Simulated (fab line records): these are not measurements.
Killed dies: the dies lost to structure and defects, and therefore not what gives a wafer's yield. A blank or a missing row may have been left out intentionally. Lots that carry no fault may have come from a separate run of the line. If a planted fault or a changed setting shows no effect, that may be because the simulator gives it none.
Chamber matching | flow n5-finfet | 4 sister chambers for N5_SDB_ALD_29 on ald-sin-04
The step deposits SiNx, target thk 30 nm, pulse time 1 s, ald cycles 600. 4 wafers are shown with their chamber, then 10 later ones without.

## WAFERS WITH THEIR CHAMBER
wafer  | chamber | heater-power-w (W)
L080.6 | 1       | 790
L088.5 | 3       | 666
L090.1 | 0       | 897
L090.3 | 2       | 775

## WAFERS WITHOUT THEIR CHAMBER
wafer  | heater-power-w (W)
L090.6 | 830
L092.1 | 795
L092.4 | 662
L092.6 | 934
L093.1 | 685
L093.4 | 907
L093.5 | 912
L097.1 | 830
L097.4 | 643
L097.5 | 904

## THE CHAMBER EACH PASSED THROUGH
wafer  | from the rows above          | in truth
L090.6 | can't be placed: 1 or 2 or 0 | 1
L092.1 | can't be placed: 1 or 2      | 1
L092.4 | 3                            | 3
L092.6 | 0                            | 0
L093.1 | 3                            | 3
L093.4 | 0                            | 0
L093.5 | 0                            | 0
L097.1 | can't be placed: 1 or 2 or 0 | 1
L097.4 | 3                            | 3
L097.5 | 0                            | 0
Correctly placed: 7 of 10. From these rows, 3 cannot be placed; in 3 the true chamber is one of the candidates. 0 placed wrongly.
How it was worked out, from the rows above alone: a wafer's distance from a chamber is the root of the sum, over the readings, of the square of ((its reading less the chamber's mean) divided by the reading's scatter). The wafer belongs to the nearest chamber; if the next one is less than 2 further off, it can't be placed. Each chamber's mean is taken over the wafers shown for it. The scatter: with one shown wafer a chamber, the root of the mean of the squares of how far each hidden wafer lies from its nearest shown one.
